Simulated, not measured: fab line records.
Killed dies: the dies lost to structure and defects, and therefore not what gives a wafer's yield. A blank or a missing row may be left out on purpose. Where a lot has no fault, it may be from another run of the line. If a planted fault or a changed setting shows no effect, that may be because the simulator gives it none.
fab line records ; flow nand_harc
record lots=14; wafers=42; last_day=34
route steps=1302 shown P_ZERO_WELL@17 P_GATE@132
lots that met no fault: from a run of the same line without faults
start_h: hours from the record's opening day to when the first of the lot's shown wafers began ; wait_h: hours since the lot's step before ; " repeats the value in the row above ; L1.1+2: a row that stands for several wafers ; - no value present, or no start provided ; * or withheld: withheld ; < > ~ a bound
route shown NAME@n: names a module that has steps shown in the file, with the first one's number in the route ; usual: average and standard deviation across the fault-free wafers ; same: alike in all rows ; chamber/n: place in a boat ; sites: readings site by site ; _std_site: how widely they spread, as a standard deviation ; _edge_site: outer sites' mean less inner sites' ; radius_mm: for every site, how far away it sits from the centre of the wafer ; mask NAME#n: copy n ; behind: the most recent tool/chamber to have shaped the wafer ; hold: cause of the lot's hold/its duration in hours/its outcome ; device: names the non-switching transistor (n, p or np) ; end of line: the route-end tests of the same wafers ; for a step that has no rows: nothing shown but its recipe ; killed: the dies lost at the first sort to structure and to defects; this is not the yield of the wafer ; map: a wafer's dies, marking killed ones x, the rest . and places with no die _
set.NAME: the setting as run; set.NAME@STEP: as run at that earlier step ; model.NAME: the simulator's own value behind a step, which no gauge read
route steps across a sampled set of lots; one table per step, one row per wafer
services: when a tool's chamber went out of use (start_h, in hours from the record's first day, below 0 if earlier), for how many hours, and the reason
## steps
# step NHARC_P_ZERO_WELL_ETCH_65
# recipe target_depth_a=800; overetch_a=240; time_s=87.88; ion_energy_ev=200; n2_flow_sccm=150; h2_flow_sccm=150; ar_flow_sccm=0; rf_w=400; bias_w=150; chemistry=N2/H2
# usual drypump_motor_current_A=5.9/0.51; oes_product_au=0.998/0.0081; rf_vpp_V=432.0/2.2; showerhead_plenum_p_Torr=2.09/0.077; throttle_valve_pct=14.170/0.0097
lot.wafer;tool;chamber;start_h;wait_h;drypump_motor_current_A;oes_product_au;rf_hours_counter_h;rf_vpp_V;showerhead_plenum_p_Torr;throttle_valve_pct
L979.2;rie_diel-04;2;31.51;0.1;6.2;0.984;5;433.8;2.14;14.155
L979.6;rie_diel-04;0;31.51;0.1;5.3;0.995;-;431.1;2.00;14.185
L979.5;rie_diel-04;3;31.51;0.1;6.0;1.004;-;435.8;2.22;14.190
L981.2;rie_diel-04;0;51.40;0.1;5.3;1.001;11;429.0;1.99;14.173
L981.6;rie_diel-04;1;51.40;0.1;6.6;1.006;-;426.8;1.93;14.173
L981.5;rie_diel-04;2;51.40;0.1;6.2;0.995;-;432.9;2.14;14.196
L983.1;rie_diel-11;3;71.59;0.1;5.0;0.996;48;431.0;2.05;14.178
L983.3;rie_diel-11;0;71.59;0.1;6.4;1.002;46;433.9;2.14;14.163
L983.5;rie_diel-11;3;71.59;0.1;5.0;0.994;-;430.0;2.05;14.188
L984.3;rie_diel-04;2;81.51;0.2;6.2;0.989;20;433.3;2.14;14.175
L984.1;rie_diel-04;3;81.51;0.2;6.0;1.003;21;433.4;2.21;14.169
L984.2;rie_diel-04;0;81.51;0.2;5.3;0.994;24;428.4;1.99;14.180
L986.4;rie_diel-11;1;101.51;0.1;6.2;1.001;7;433.5;2.16;14.171
L986.2;rie_diel-11;0;101.51;0.1;6.3;1.005;5;433.1;2.14;14.161
L986.6;rie_diel-11;1;101.51;0.1;6.2;1.006;-;432.9;2.16;14.158
L987.2;rie_diel-04;2;111.52;0.1;6.2;0.988;28;432.8;2.14;14.169
L987.4;rie_diel-04;3;111.52;0.1;6.0;0.997;30;435.4;2.21;14.179
L987.5;rie_diel-04;2;111.52;0.1;6.2;0.979;-;433.2;2.14;14.172
L991.3;rie_diel-11;1;151.38;0.1;6.2;0.998;21;433.8;2.16;14.168
L991.1;rie_diel-11;3;151.38;0.1;5.0;0.996;21;429.5;2.05;14.180
L991.2;rie_diel-11;0;151.38;0.1;6.3;1.001;20;431.7;2.14;14.148
L994.2;rie_diel-11;3;181.39;0.1;5.0;0.999;29;429.9;2.04;14.169
L994.6;rie_diel-11;0;181.39;0.1;6.3;1.008;-;432.8;2.13;14.174
L994.5;rie_diel-11;1;181.39;0.1;6.2;0.995;-;434.6;2.15;14.164
L995.3;rie_diel-12;1;191.49;0.1;5.5;0.997;34;432.7;2.11;14.180
L995.1;rie_diel-12;3;191.49;0.1;6.1;1.003;33;429.5;2.00;14.157
L995.5;rie_diel-12;1;191.49;0.1;5.5;0.986;-;432.3;2.11;14.160
L996.1;rie_diel-11;3;201.51;0.1;5.0;0.999;33;431.9;2.04;14.155
L996.4;rie_diel-11;0;201.51;0.1;6.3;1.000;33;433.5;2.13;14.175
L996.6;rie_diel-11;2;201.51;0.1;6.1;1.014;-;433.5;2.12;14.180
L998.3;rie_diel-12;2;221.61;0.1;5.4;0.994;43;432.5;2.13;14.154
L998.4;rie_diel-12;3;221.61;0.1;6.1;0.989;43;430.3;2.00;14.173
L998.6;rie_diel-12;2;221.61;0.1;5.4;0.996;-;432.9;2.13;14.166
L999.4;rie_diel-11;2;231.72;0.1;6.1;1.010;45;432.0;2.11;14.164
L999.1;rie_diel-11;1;231.72;0.1;6.2;0.985;46;433.9;2.15;14.152
L999.5;rie_diel-11;2;231.72;0.1;6.1;1.013;-;433.2;2.11;14.177
L100.3;rie_diel-12;3;241.49;0.1;6.1;0.986;50;428.3;1.99;14.172
L100.2;rie_diel-12;0;241.49;0.1;5.0;0.995;49;429.5;2.00;14.176
L100.6;rie_diel-12;0;241.49;0.1;5.0;0.995;-;429.9;2.00;14.164
L101.3;rie_diel-11;0;251.75;0.3;6.3;1.013;50;433.3;2.12;14.163
L101.4;rie_diel-11;1;251.75;0.3;6.2;0.997;51;433.0;2.15;14.157
L101.6;rie_diel-11;0;251.75;0.3;6.3;1.002;-;432.6;2.13;14.153
# step NHARC_P_ZERO_WELL_PEB_22
# recipe peb_temp_c=118; peb_time_s=85
# usual chill_plate_temp_C=23.01/0.095; exhaust_pa=45.0/0.95
lot.wafer;tool;chamber;start_h;wait_h;chill_plate_temp_C;exhaust_pa
L979.2;litho_track-05;0;32.53;0.1;23.14;44.7
L979.5;litho_track-05;0;32.53;0.1;22.94;44.3
L979.6;litho_track-05;0;32.53;0.1;23.14;45.7
L981.2;litho_track-07;0;52.26;0.1;23.05;47.6
L981.5;litho_track-07;0;52.26;0.1;23.03;47.0
L981.6;litho_track-07;0;52.26;0.1;23.09;46.9
L983.1;litho_track-02;0;72.48;0.1;22.96;44.8
L983.3;litho_track-02;0;72.48;0.1;23.03;43.3
L983.5;litho_track-02;0;72.48;0.1;22.95;44.0
L984.1;litho_track-02;0;82.39;0.1;22.97;43.9
L984.2;litho_track-02;0;82.39;0.1;22.88;44.2
L984.3;litho_track-02;0;82.39;0.1;23.01;45.7
L986.2;litho_track-05;-;102.53;0.1;-;-
L986.4;litho_track-05;-;102.53;0.1;-;-
L986.6;litho_track-05;-;102.53;0.1;-;-
L987.2;litho_track-07;-;112.53;0.1;-;-
L987.4;litho_track-07;-;112.53;0.1;-;-
L987.5;litho_track-07;-;112.53;0.1;-;-
L991.1;litho_track-05;0;152.29;0.1;22.99;45.9
L991.2;litho_track-05;0;152.29;0.1;22.99;46.3
L991.3;litho_track-05;0;152.29;0.1;23.06;45.2
L994.2;litho_track-07;0;182.26;0.1;22.93;45.5
L994.5;litho_track-07;0;182.26;0.1;22.87;44.5
L994.6;litho_track-07;0;182.26;0.1;22.90;43.4
L995.1;litho_track-07;0;192.50;0.1;23.11;44.4
L995.3;litho_track-07;0;192.50;0.1;23.17;43.4
L995.5;litho_track-07;0;192.50;0.1;23.11;44.7
L996.1;litho_track-05;0;202.51;0.1;22.99;44.8
L996.4;litho_track-05;0;202.51;0.1;22.97;44.3
L996.6;litho_track-05;0;202.51;0.1;23.02;44.4
L998.3;litho_track-02;0;222.49;0.1;22.91;45.4
L998.4;litho_track-02;0;222.49;0.1;22.97;44.1
L998.6;litho_track-02;0;222.49;0.1;22.88;45.2
L999.1;litho_track-05;0;232.73;0.1;23.06;43.8
L999.4;litho_track-05;0;232.73;0.1;23.16;44.9
L999.5;litho_track-05;0;232.73;0.1;23.08;44.4
L100.2;litho_track-07;0;242.50;0.1;23.00;44.4
L100.3;litho_track-07;0;242.50;0.1;22.94;42.7
L100.6;litho_track-07;0;242.50;0.1;22.96;44.9
L101.3;litho_track-02;0;252.75;0.1;23.02;44.4
L101.4;litho_track-02;0;252.75;0.1;23.07;44.8
L101.6;litho_track-02;0;252.75;0.1;22.90;45.6
# step NHARC_P_ZERO_WELL_RTA_42
# recipe temp_c=1100; time_s=300
# usual lamp_power_pct=35.0/2.3; wafer_temp_C_max=1103.4/0.84
lot.wafer;tool;chamber;start_h;wait_h;lamp_power_pct;wafer_temp_C_max
L979.2;rtp_anneal-01;0;37.18;-;32.4;1104.2
L979.5;rtp_anneal-01;0;37.18;-;32.3;1103.8
L979.6;rtp_anneal-01;0;37.18;-;32.3;1104.8
L981.2;rtp_anneal-02;0;56.98;-;37.0;1103.5
L981.5;rtp_anneal-02;0;56.98;-;37.0;1102.4
L981.6;rtp_anneal-02;0;56.98;-;36.9;1102.8
L983.1;rtp_anneal-01;0;76.90;-;32.4;1104.0
L983.3;rtp_anneal-01;0;76.90;-;32.4;1104.0
L983.5;rtp_anneal-01;0;76.90;-;32.4;1102.8
L984.1;rtp_anneal-02;0;86.82;-;37.0;1103.0
L984.2;rtp_anneal-02;0;86.82;-;36.9;1102.1
L984.3;rtp_anneal-02;0;86.82;-;37.0;1101.6
L986.2;rtp_anneal-02;0;106.91;-;36.9;1104.1
L986.4;rtp_anneal-02;0;106.91;-;37.0;1101.8
L986.6;rtp_anneal-02;0;106.91;-;37.0;1102.2
L987.2;rtp_anneal-02;0;117.37;-;37.0;1102.8
L987.4;rtp_anneal-02;0;117.37;-;37.0;1102.6
L987.5;rtp_anneal-02;0;117.37;-;37.0;1102.7
L991.1;rtp_anneal-01;0;156.67;-;32.4;1103.3
L991.2;rtp_anneal-01;0;156.67;-;32.4;1102.7
L991.3;rtp_anneal-01;0;156.67;-;32.4;1103.3
L994.2;rtp_anneal-01;0;186.74;-;32.4;1104.1
L994.5;rtp_anneal-01;0;186.74;-;32.3;1104.0
L994.6;rtp_anneal-01;0;186.74;-;32.3;1104.8
L995.1;rtp_anneal-02;0;196.88;-;36.9;1103.6
L995.3;rtp_anneal-02;0;196.88;-;36.9;1103.4
L995.5;rtp_anneal-02;0;196.88;-;37.0;1104.1
L996.1;rtp_anneal-02;0;207.01;-;36.9;1103.5
L996.4;rtp_anneal-02;0;207.01;-;36.9;1102.8
L996.6;rtp_anneal-02;0;207.01;-;36.9;1103.1
L998.3;rtp_anneal-02;0;226.96;-;36.9;1102.0
L998.4;rtp_anneal-02;0;226.96;-;36.8;1101.4
L998.6;rtp_anneal-02;0;226.96;-;36.9;1102.6
L999.1;rtp_anneal-01;0;237.11;-;32.4;1104.0
L999.4;rtp_anneal-01;0;237.11;-;32.4;1102.8
L999.5;rtp_anneal-01;0;237.11;-;32.3;1103.5
L101.3;rtp_anneal-02;0;260.14;-;37.0;1102.1
L101.4;rtp_anneal-02;0;260.14;-;37.1;1103.2
L101.6;rtp_anneal-02;0;260.14;-;37.0;1102.7
L100.2;rtp_anneal-01;0;277.53;-;32.3;1104.8
L100.3;rtp_anneal-01;0;277.53;-;32.4;1104.6
L100.6;rtp_anneal-01;0;277.53;-;32.3;1103.7
# step NHARC_P_GATE_DEP_103
# recipe target_thk_a=300; target_thk_nm=30; temp_c=400; flow_sccm=200; rf_w=350; material=SiON
# usual heater_power_w=771/110
lot.wafer;tool;chamber;start_h;wait_h;heater_power_w
L979.2;pecvd-03;0;113.20;0.5;702
L979.6;pecvd-03;2;113.20;0.5;891
L979.5;pecvd-03;0;113.20;0.5;696
L981.2;pecvd-03;2;124.11;0.5;866
L981.6;pecvd-03;1;124.11;0.5;644
L981.5;pecvd-03;2;124.11;0.5;875
L983.3;pecvd-02;1;147.33;0.3;799
L983.1;pecvd-02;2;147.33;0.3;587
L983.5;pecvd-02;0;147.33;0.3;795
L984.1;pecvd-03;2;156.06;0.5;878
L984.2;pecvd-03;0;156.06;0.5;717
L984.3;pecvd-03;1;156.06;0.5;620
L991.2;pecvd-03;1;224.45;0.4;704
L991.1;pecvd-03;2;224.45;0.4;1022
L991.3;pecvd-03;0;224.45;0.4;771
L994.2;pecvd-04;0;255.14;0.4;673
L994.5;pecvd-04;1;255.14;0.4;677
L994.6;pecvd-04;2;255.14;0.4;740
L995.1;pecvd-03;0;267.42;0.6;742
L995.3;pecvd-03;2;267.42;0.6;1017
L995.5;pecvd-03;1;267.42;0.6;797
L996.1;pecvd-02;1;281.16;1.1;852
L996.6;pecvd-02;2;281.16;1.1;711
L996.4;pecvd-02;1;281.16;1.1;866
L998.3;pecvd-02;1;293.59;0.3;728
L998.6;pecvd-02;2;293.59;0.3;666
L998.4;pecvd-02;0;293.59;0.3;897
L999.1;pecvd-04;2;301.98;0.6;882
L999.5;pecvd-04;2;301.98;0.6;890
L999.4;pecvd-04;0;301.98;0.6;627
L101.3;pecvd-03;2;323.58;0.3;970
L101.6;pecvd-03;2;323.58;0.3;967
L101.4;pecvd-03;1;323.58;0.3;797
L100.3;pecvd-03;0;347.74;0.4;641
L100.2;pecvd-03;1;347.74;0.4;736
L100.6;pecvd-03;1;347.74;0.4;735
## services
tool;chamber;start_h;hours;kind
rtp_anneal-02;-;12.00;12.0;pm
rie_diel-04;1;17.35;26.8;repair
rie_diel-12;1;32.98;2.7;repair
rie_diel-04;2;34.93;7.1;repair
rie_diel-04;-;40.47;0.8;repair
pecvd-02;-;46.29;13.0;pm
rie_diel-12;1;51.83;7.7;repair
litho_track-02;-;52.00;7.0;pm
pecvd-03;-;53.56;2.2;repair
rie_diel-11;2;59.11;4.5;repair
pecvd-02;1;70.30;9.6;repair
litho_track-07;-;76.00;7.0;pm
rie_diel-11;-;78.50;9.0;pm
litho_track-05;-;124.00;7.0;pm
rie_diel-04;1;134.80;3.5;repair
rie_diel-04;-;180.56;9.0;pm
pecvd-03;-;185.11;13.0;pm
rie_diel-04;2;221.92;6.3;repair
litho_track-02;-;227.00;7.0;pm
litho_track-07;-;251.00;7.0;pm
rie_diel-11;-;255.51;9.0;pm
rie_diel-04;0;281.80;16.0;repair
rie_diel-04;2;291.43;9.7;repair
litho_track-05;-;299.00;7.0;pm
## key
first_sign step=NHARC_P_ZERO_WELL_PEB_22; reading=tool_record; direction=missing
effect none on later readings
met_at NHARC_P_ZERO_WELL_PEB_22
struck_lots L986,L987
later_rows_left_out L986.2,L986.4,L986.6,L987.2,L987.4,L987.5
sort_left_out L986.2,L986.4,L986.6,L987.2,L987.4,L987.5
tester_left_out L986,L987
not_acting_at NHARC_P_ZERO_WELL_ETCH_65,NHARC_P_ZERO_WELL_RTA_42,NHARC_P_GATE_DEP_103
onset_between 52.26 102.53
fault kind=skipped_step_whole; tool=litho_track-05,litho_track-07; chamber=-; onset_h=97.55; steps=NHARC_P_ZERO_WELL_PEB_22; scope=struck_lots_only
# tester_left_out: of these lots the tester's yield and bins aren't shown, on N5 and GAA mostly nor the transistor test; their killed dies are dies lost to structure and defects alone, not to doping, threshold or leakage, so they don't give the yield
# sort_left_out: the simulated sort isn't trusted on such a fault, so these wafers' sort isn't shown, and their yield isn't known
# later_rows_left_out: the simulator's readings of these wafers behind a module that went badly wrong aren't trusted and aren't shown, but for the sort
